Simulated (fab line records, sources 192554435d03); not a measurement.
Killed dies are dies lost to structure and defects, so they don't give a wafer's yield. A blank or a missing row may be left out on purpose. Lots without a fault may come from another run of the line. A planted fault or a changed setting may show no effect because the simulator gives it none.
Split-lot experiment | flow n5_finfet | 7 lots, 39 wafers read, on a route of 1938 steps

THE SPLIT
At N5_PMOS_HMC_CHANNEL_EPI_FIN_RECESS_16 (chemistry HBr/Cl2, target Si, target depth 54 nm, time 18 s), the setting time_s was moved away from the recipe's 18 s on 12 of the 39 wafers read, by -7.8% to +6.7%. The other wafers ran this setting at the recipe's value.

FROM THE SPLIT TO THE READING: what the file shows between them, 4 steps
- N5_PMOS_HMC_CHANNEL_EPI_PRECLEAN_36: cleans in O3/DIW, time 45 s
- N5_PMOS_HMC_CHANNEL_EPI_PRECLEAN_18: cleans in DHF, time 30 s
- N5_PMOS_HMC_CHANNEL_EPI_SRD_39: time 30 s
- N5_PMOS_HMC_CHANNEL_EPI_CMP_21: polishes SiGe30, target thk 54 nm

THE READING
HMC_CMP_THK, in nm, at N5_PMOS_HMC_CHANNEL_EPI_THK_MEAS_22. Fault-free wafers of this fab line usually give 53.9 nm, standard deviation 1.1 nm.

wafer  | tool, chamber at the split | time_s as run, s | against the recipe | HMC_CMP_THK, nm | against lot-mates on the recipe
L079.1 | rie_si-03, 3               | 18               | recipe             | 55.2            | -
L079.2 | rie_si-03, 1               | 18               | recipe             | 53.7            | -
L079.3 | rie_si-03, 0               | 18               | recipe             | 54.9            | -
L079.4 | rie_si-03, 2               | 18               | recipe             | 53.5            | -
L079.5 | rie_si-03, 2               | 18               | recipe             | 53.7            | -
L079.6 | rie_si-03, 3               | 18               | recipe             | 55.0            | -
L087.1 | rie_si-03, 2               | 18               | recipe             | 53.2            | -
L087.2 | rie_si-03, 0               | 18               | recipe             | 53.9            | -
L087.3 | rie_si-03, 1               | 16.6             | -7.8%              | 49.8            | -4.2
L087.4 | rie_si-03, 3               | 18               | recipe             | 54.9            | -
L087.5 | rie_si-03, 0               | 16.6             | -7.8%              | 49.5            | -4.5
L087.6 | rie_si-03, 3               | 16.6             | -7.8%              | 50.6            | -3.4
L090.1 | rie_si-03, 2,1             | 19.21            | +6.7%              | 57.2            | +2.6
L090.2 | rie_si-03, 3               | 18               | recipe             | 54.4            | -
L090.3 | rie_si-03, 2,1             | 19.21            | +6.7%              | 57.4            | +2.8
L090.4 | rie_si-03, 0               | 18               | recipe             | 54.6            | -
L090.5 | rie_si-03, 3               | 19.21            | +6.7%              | 58.2            | +3.6
L090.6 | rie_si-03, 0               | 18               | recipe             | 54.7            | -
L094.1 | rie_si-06, 0               | 18               | recipe             | 54.4            | -
L094.2 | rie_si-06, 3               | 18               | recipe             | 52.3            | -
L094.3 | rie_si-06, 2               | 18               | recipe             | 55.0            | -
L094.4 | rie_si-06, 1               | 18               | recipe             | 52.5            | -
L094.5 | rie_si-06, 1               | 18               | recipe             | 52.0            | -
L094.6 | rie_si-06, 0               | 18               | recipe             | 54.4            | -
L095.3 | rie_si-03, 3               | 18               | recipe             | 55.9            | -
L095.4 | rie_si-03, 3               | 18               | recipe             | 55.1            | -
L095.6 | rie_si-03, 1               | 18               | recipe             | 54.1            | -
L096.1 | rie_si-06, 3               | 16.85            | -6.4%              | 49.5            | -4.2
L096.2 | rie_si-06, 1               | 16.85            | -6.4%              | 47.9            | -5.8
L096.3 | rie_si-06, 2               | 18               | recipe             | 54.7            | -
L096.4 | rie_si-06, 0               | 18               | recipe             | 53.9            | -
L096.5 | rie_si-06, 0               | 16.85            | -6.4%              | 50.8            | -2.9
L096.6 | rie_si-06, 3               | 18               | recipe             | 52.6            | -
L097.1 | rie_si-03, 1               | 18               | recipe             | 53.1            | -
L097.2 | rie_si-03, 2               | 16.75            | -6.9%              | 50.2            | -4.4
L097.3 | rie_si-03, 0               | 16.75            | -6.9%              | 50.8            | -3.8
L097.4 | rie_si-03, 3               | 18               | recipe             | 55.8            | -
L097.5 | rie_si-03, 3               | 16.75            | -6.9%              | 51.7            | -2.9
L097.6 | rie_si-03, 0               | 18               | recipe             | 54.9            | -
Where a row lists several chambers, the file gives one row for several wafers and doesn't say which wafer went through which chamber.

THE FIT
A straight line over all 39 wafers: HMC_CMP_THK changes by +0.554 nm for each +1% of time_s; r = +0.90; the points scatter about the line by 1 nm.
The same after taking each lot's own level away (the mean of its wafers on the recipe; 39 wafers): +0.532 nm for each +1%; r = +0.91; scatter 0.91 nm.
On that fit, the largest move of time_s shifts the reading by 4.1 nm.
The lots' own levels span 53.43 to 55.03 nm, that is 1.5 times the standard deviation above.
So the lot-to-lot level changes the slope little: the two slopes agree.
Check: with one of the wafers moved furthest among these (-7.8%) left out of the fit, the line predicts -4.25 nm for it against its lot-mates. It came out at -4.2 nm against them.

THE WHOLE CHAIN: every reading that the file lists as answering this split, in the file's order
step                                  | what it does                                                | reading                                                                                | change (the file's fit)               | r (the file's)
N5_PMOS_HMC_CHANNEL_EPI_FIN_RECESS_16 | chemistry HBr/Cl2, target Si, target depth 54 nm, time 18 s | PMOS_HMC_CHANNEL_EPI.feature_depth_nm (the simulator's own value, which no gauge read) | +0.535 nm for each +1% of the setting | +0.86
N5_PMOS_HMC_CHANNEL_EPI_FIN_RECESS_16 | chemistry HBr/Cl2, target Si, target depth 54 nm, time 18 s | etch.depth_nm (the simulator's own value, which no gauge read)                         | +0.535 nm for each +1% of the setting | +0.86
N5_PMOS_HMC_CHANNEL_EPI_THK_MEAS_22   |                                                             | HMC_CMP_THK                                                                            | +0.54 for each +1% of the setting     | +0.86

THE FILE'S OWN FIT
HMC_CMP_THK changes by +0.54 nm for each +1% of time_s, r = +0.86.
